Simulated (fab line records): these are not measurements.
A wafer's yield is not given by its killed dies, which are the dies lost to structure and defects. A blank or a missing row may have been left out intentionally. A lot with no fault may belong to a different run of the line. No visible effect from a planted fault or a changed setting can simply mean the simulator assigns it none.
Which of the tools did it?    flow nand_harc    Sampling: 24 lots, 72 wafers, 6 of 1302 route steps

== WHAT THE GAUGES SHOWED, per wafer ==
NHARC_P_BONDPAD_OVL_MEAS_38.
lot   measured      on          overlay_x_nm (nm)  overlay_y_nm (nm)
L074  day 6 10:14   overlay-02  5 5 5              -2 -2 -2
L075  day 7 01:40   overlay-01  10 10 10           9 9 9
L076  day 7 05:27   overlay-02  -2 -2 -2           7 7 7
L077  day 7 20:07   overlay-02  -4 -4 -4           -3 -4 -3
L078  day 8 05:35   overlay-02  4 5 5              -2 -1 -1
L079  day 8 23:42   overlay-01  -4 -4 -4           -12 -12 -12
L080  day 9 02:22   overlay-02  0 -1 0             1 1 1
L081  day 9 20:23   overlay-01  6 7 6              1 0 0
L082  day 9 21:32   overlay-02  -2 -2 -2           -11 -11 -11
L083  day 10 03:21  overlay-02  8 8 8              -3 -3 -3
L084  day 10 23:09  overlay-02  9 9 9              8 8 8
L085  day 11 04:23  overlay-02  1 1 1              1 1 1
L086  day 11 11:09  overlay-01  -7 -6 -6           1 1 1
L087  day 12 15:08  overlay-02  8 9 9              1 1 1
L089  day 12 16:04  overlay-01  6 6 6              3 2 3
L088  day 12 17:58  overlay-02  0 1 0              12 12 12
L090  day 13 12:53  overlay-02  -8 -8 -8           6 6 6
L091  day 13 15:08  overlay-01  7 6 6              -17 -17 -17
L092  day 14 07:04  overlay-01  -5 -5 -5           1 1 1
L093  day 14 11:55  overlay-01  2 3 3              6 6 6
L094  day 14 22:05  overlay-01  -14 -14 -14        11 10 11
L095  day 15 07:37  overlay-01  11 11 11           2 2 2
L096  day 15 17:08  overlay-02  7 6 6              4 4 4
L097  day 16 05:02  overlay-01  -7 -7 -8           3 3 3

NHARC_P_BONDPAD_INSPECT_23.
lot   measured      on                 raw_defect_count
L074  day 6 13:00   defect_inspect-01  302 349 302
L075  day 7 04:23   defect_inspect-01  248 317 281
L076  day 7 08:13   defect_inspect-01  287 216 309
L077  day 7 22:49   defect_inspect-02  227 369 330
L078  day 8 08:15   defect_inspect-02  262 590 461
L079  day 9 02:23   defect_inspect-02  312 267 278
L080  day 9 05:08   defect_inspect-01  193 258 348
L081  day 9 23:04   defect_inspect-02  287 372 347
L082  day 10 00:13  defect_inspect-01  279 271 345
L083  day 10 06:01  defect_inspect-02  249 304 311
L084  day 11 01:50  defect_inspect-01  421 462 451
L085  day 11 07:24  defect_inspect-02  269 252 406
L086  day 11 14:09  defect_inspect-01  409 290 287
L087  day 12 17:49  defect_inspect-01  505 212 181
L089  day 12 18:44  defect_inspect-01  412 246 753
L088  day 12 20:42  defect_inspect-02  511 369 368
L090  day 13 15:42  defect_inspect-02  271 531 214
L091  day 13 17:57  defect_inspect-01  274 436 329
L092  day 14 09:46  defect_inspect-02  318 468 402
L093  day 14 14:41  defect_inspect-02  355 167 161
L094  day 15 00:47  defect_inspect-01  425 691 539
L095  day 15 10:17  defect_inspect-02  242 245 246
L096  day 15 19:48  defect_inspect-01  357 298 259
L097  day 16 07:46  defect_inspect-02  287 469 275

== WHAT TOOL EACH LOT RAN ON (gives the tool, then ch and the chambers of the sampled wafers, and finally the start) ==
lot   NHARC_P_M1_PRE_CLEAN_32          NHARC_P_M2_DEP_33                NHARC_P_BONDPAD_DESCUM_11           NHARC_P_BONDPAD_DEGAS_25
L074  pecvd-02 ch 0,2, day 6 04:20     pecvd-04 ch 0,2, day 6 08:35     rie_diel-09 ch 0,2,3, day 6 10:23   pvd_sputter-03, day 6 11:18
L075  pecvd-02 ch 0,1,2, day 6 19:38   pecvd-02 ch 0,1,2, day 6 23:59   rie_diel-10 ch 0,1,2, day 7 01:50   pvd_sputter-02, day 7 02:46
L076  pecvd-01 ch 0,1,2, day 6 23:32   pecvd-04 ch 0,1,2, day 7 03:45   rie_diel-08 ch 1,2,3, day 7 05:35   pvd_sputter-03, day 7 06:34
L077  pecvd-04 ch 2, day 7 13:53       pecvd-04 ch 1,2, day 7 18:27     rie_diel-10 ch 1,2,3, day 7 20:15   pvd_sputter-01, day 7 21:11
L078  pecvd-02 ch 0,1, day 7 23:10     pecvd-02 ch 0,1, day 8 03:43     rie_diel-10 ch 0,1,3, day 8 05:42   pvd_sputter-01, day 8 06:38
L079  pecvd-02 ch 0,1, day 8 17:32     pecvd-04 ch 1,2, day 8 21:50     rie_diel-10 ch 0,1,2, day 8 23:50   pvd_sputter-03, day 9 00:46
L080  pecvd-02 ch 0,1, day 8 20:42     pecvd-01 ch 0,1,2, day 9 00:52   rie_diel-09 ch 0,2, day 9 02:31     pvd_sputter-02, day 9 03:29
L081  pecvd-01 ch 1,2, day 9 14:34     pecvd-02 ch 0,1, day 9 18:44     rie_diel-10 ch 1,2,3, day 9 20:31   pvd_sputter-01, day 9 21:26
L082  pecvd-04 ch 1, day 9 15:25       pecvd-02 ch 0,1,2, day 9 19:49   rie_diel-09 ch 0,2,3, day 9 21:40   pvd_sputter-01, day 9 22:35
L083  pecvd-04 ch 1,2, day 9 21:13     pecvd-01 ch 0,1,2, day 10 01:29  rie_diel-10 ch 1,2,3, day 10 03:28  pvd_sputter-01, day 10 04:25
L084  pecvd-01 ch 0,1, day 10 16:16    pecvd-04 ch 1,2, day 10 20:49    rie_diel-10 ch 0,1, day 10 23:17    pvd_sputter-02, day 11 00:13
L085  pecvd-04 ch 1,2, day 10 22:16    pecvd-02 ch 0,2, day 11 02:40    rie_diel-09 ch 1,3, day 11 04:31    pvd_sputter-01, day 11 05:28
L086  pecvd-02 ch 0,2, day 11 05:00    pecvd-04 ch 1,2, day 11 09:29    rie_diel-08 ch 2,3, day 11 11:16    pvd_sputter-02, day 11 12:13
L087  pecvd-02 ch 0,1,2, day 12 09:13  pecvd-02 ch 1,2, day 12 13:26    rie_diel-10 ch 0,2,3, day 12 15:17  pvd_sputter-02, day 12 16:13
L089  pecvd-02 ch 0,2, day 12 10:24    pecvd-02 ch 0,1, day 12 14:32    rie_diel-10 ch 0,1,2, day 12 16:12  pvd_sputter-03, day 12 17:08
L088  pecvd-02 ch 1,2, day 12 11:35    pecvd-02 ch 0,1, day 12 16:17    rie_diel-10 ch 1,2, day 12 18:05    pvd_sputter-03, day 12 19:04
L090  pecvd-01 ch 0,1,2, day 13 06:57  pecvd-02 ch 1,2, day 13 11:10    rie_diel-10 ch 0,1,2, day 13 13:01  pvd_sputter-01, day 13 14:02
L091  pecvd-02 ch 0,1, day 13 09:11    pecvd-01 ch 0,1, day 13 13:29    rie_diel-10 ch 0,1,2, day 13 15:17  pvd_sputter-01, day 13 16:14
L092  pecvd-04 ch 1,2, day 14 01:06    pecvd-04 ch 0,1,2, day 14 05:31  rie_diel-08 ch 0,2,3, day 14 07:13  pvd_sputter-01, day 14 08:09
L093  pecvd-04 ch 1,2, day 14 05:52    pecvd-04 ch 0,2, day 14 10:04    rie_diel-08 ch 0,2,3, day 14 12:02  pvd_sputter-03, day 14 13:05
L094  pecvd-01 ch 0,2, day 14 16:10    pecvd-04 ch 0,1, day 14 20:25    rie_diel-09 ch 0,1,2, day 14 22:13  pvd_sputter-03, day 14 23:09
L095  pecvd-02 ch 0,1,2, day 15 01:22  pecvd-04 ch 0, day 15 05:49      rie_diel-08 ch 2,3, day 15 07:44    pvd_sputter-03, day 15 08:41
L096  pecvd-02 ch 0,1, day 15 11:08    pecvd-02 ch 0,1,2, day 15 15:34  rie_diel-10 ch 0,1,2, day 15 17:16  pvd_sputter-01, day 15 18:11
L097  pecvd-02 ch 0,1,2, day 15 23:13  pecvd-02 ch 0,1,2, day 16 03:21  rie_diel-08 ch 0,1,2, day 16 05:10  pvd_sputter-01, day 16 06:07
- NHARC_P_M1_PRE_CLEAN_32: time 12 s.
- NHARC_P_M2_DEP_33: deposits SiCN, target thk 30 nm.
- NHARC_P_BONDPAD_DESCUM_11: chemistry O2, time 3 s.
- NHARC_P_BONDPAD_DEGAS_25: time 60 s.

== AS READ BY THE TOOLS THEMSELVES (means over the sampled wafers that have a number; for cases with no such wafer, the mark the record gives instead) ==
NHARC_P_M1_PRE_CLEAN_32.
lot   tool      heater_power_w (W)  rf_fwd_power_W (W)
L074  pecvd-02  599                 292.5
L075  pecvd-02  639                 291.7
L076  pecvd-01  651                 293.3
L077  pecvd-04  549                 292.1
L078  pecvd-02  677                 291.8
L079  pecvd-02  657                 292.8
L080  pecvd-02  638                 293.8
L081  pecvd-01  659                 291.9
L082  pecvd-04  803                 291.9
L083  pecvd-04  652                 293.1
L084  pecvd-01  688                 292.8
L085  pecvd-04  619                 292.2
L086  pecvd-02  613                 292.2
L087  pecvd-02  647                 292.3
L089  pecvd-02  549                 292.7
L088  pecvd-02  707                 292.6
L090  pecvd-01  693                 291.5
L091  pecvd-02  664                 292.9
L092  pecvd-04  702                 291.6
L093  pecvd-04  622                 291.6
L094  pecvd-01  610                 292.7
L095  pecvd-02  630                 291.4
L096  pecvd-02  644                 293.4
L097  pecvd-02  640                 293.2

NHARC_P_M2_DEP_33.
lot   tool      heater_power_w (W)  rf_fwd_power_W (W)
L074  pecvd-04  600                 448.9
L075  pecvd-02  553                 448.5
L076  pecvd-04  664                 448.9
L077  pecvd-04  584                 449.6
L078  pecvd-02  647                 450.0
L079  pecvd-04  607                 448.1
L080  pecvd-01  610                 449.9
L081  pecvd-02  581                 450.3
L082  pecvd-02  609                 447.2
L083  pecvd-01  613                 448.9
L084  pecvd-04  597                 449.1
L085  pecvd-02  499                 450.1
L086  pecvd-04  603                 448.8
L087  pecvd-02  626                 448.6
L089  pecvd-02  556                 448.9
L088  pecvd-02  668                 449.5
L090  pecvd-02  619                 447.4
L091  pecvd-01  579                 450.3
L092  pecvd-04  616                 449.3
L093  pecvd-04  596                 450.4
L094  pecvd-04  585                 447.9
L095  pecvd-04  574                 449.1
L096  pecvd-02  586                 448.8
L097  pecvd-02  573                 449.5

NHARC_P_BONDPAD_DESCUM_11.
lot   tool         drypump_motor_current_A (A)  mfc_ar_sccm (sccm)  oes_product_au (a.u.)  rf_vpp_V (V)  showerhead_plenum_p_Torr (Torr)  throttle_valve_pct (%)
L074  rie_diel-09  6.0                          0.008               0.988                  57.1          1.87                             11.308
L075  rie_diel-10  5.4                          0.013               0.985                  58.1          2.00                             11.306
L076  rie_diel-08  5.4                          0.010               1.005                  57.8          2.00                             11.316
L077  rie_diel-10  5.4                          0.005               1.001                  58.2          1.93                             11.301
L078  rie_diel-10  5.6                          0.013               0.994                  58.0          1.96                             11.315
L079  rie_diel-10  5.4                          0.013               0.991                  57.8          2.00                             11.305
L080  rie_diel-09  5.7                          0.000               0.991                  56.7          1.80                             11.311
L081  rie_diel-10  5.4                          0.005               0.998                  57.3          1.93                             11.312
L082  rie_diel-09  6.0                          0.008               0.990                  57.8          1.86                             11.321
L083  rie_diel-10  5.4                          0.005               1.003                  57.9          1.93                             11.319
L084  rie_diel-10  5.6                          0.020               1.003                  58.4          2.03                             11.309
L085  rie_diel-09  6.1                          0.015               0.986                  58.5          1.97                             11.304
L086  rie_diel-08  5.1                          0.000               1.007                  57.1          1.94                             11.304
L087  rie_diel-10  5.4                          0.007               0.989                  58.4          1.93                             11.308
L089  rie_diel-10  5.4                          0.013               0.997                  57.9          2.00                             11.304
L088  rie_diel-10  5.2                          0.005               0.986                  57.8          1.97                             11.308
L090  rie_diel-10  5.4                          0.013               0.999                  58.7          2.00                             11.302
L091  rie_diel-10  5.4                          0.013               0.999                  57.4          2.00                             11.310
L092  rie_diel-08  5.3                          0.012               1.013                  57.7          1.93                             11.297
L093  rie_diel-08  5.3                          0.012               1.010                  58.1          1.93                             11.316
L094  rie_diel-09  5.6                          0.000               0.998                  57.6          1.85                             11.314
L095  rie_diel-08  5.2                          0.000               1.010                  58.4          1.94                             11.308
L096  rie_diel-10  5.4                          0.013               0.996                  57.8          2.00                             11.324
L097  rie_diel-08  5.6                          0.022               1.008                  57.6          1.98                             11.316

NHARC_P_BONDPAD_DEGAS_25.
lot   tool            heater_power_w (W)
L074  pvd_sputter-03  478
L075  pvd_sputter-02  463
L076  pvd_sputter-03  452
L077  pvd_sputter-01  436
L078  pvd_sputter-01  430
L079  pvd_sputter-03  418
L080  pvd_sputter-02  464
L081  pvd_sputter-01  431
L082  pvd_sputter-01  438
L083  pvd_sputter-01  439
L084  pvd_sputter-02  482
L085  pvd_sputter-01  453
L086  pvd_sputter-02  450
L087  pvd_sputter-02  473
L089  pvd_sputter-03  462
L088  pvd_sputter-03  436
L090  pvd_sputter-01  438
L091  pvd_sputter-01  441
L092  pvd_sputter-01  448
L093  pvd_sputter-03  422
L094  pvd_sputter-03  425
L095  pvd_sputter-03  424
L096  pvd_sputter-01  424
L097  pvd_sputter-01  443

== THE ANSWER, worked out from the rows above alone ==
Rule: what is usual is taken from the lots themselves. Put in order of their means at a reading, lots are off if they are a third of the lots or fewer, leave a main group of 4 or more, and stand apart from it by a gap of 3 or more times the standard deviation of the main group's means; of several such gaps the widest counts. A main group is skipped when, at the precision printed for the reading in the tables above, its means are all equal. A lot without any number at a reading at which 4 lots or more have one is off too. Where the step has rows for the other lots, those lots are counted as sound. After the gauges, taken in route order, come the tools' own readings; for these a lot's mean is taken, as printed above. The first step at which some lot is off is used, and at that step the reading that is off furthest; a lot without a number counts as furthest.
Across all readings shown, no lot is off: no conclusion can be drawn from this.

== WHAT THE SIMULATOR HAD PUT IN ==
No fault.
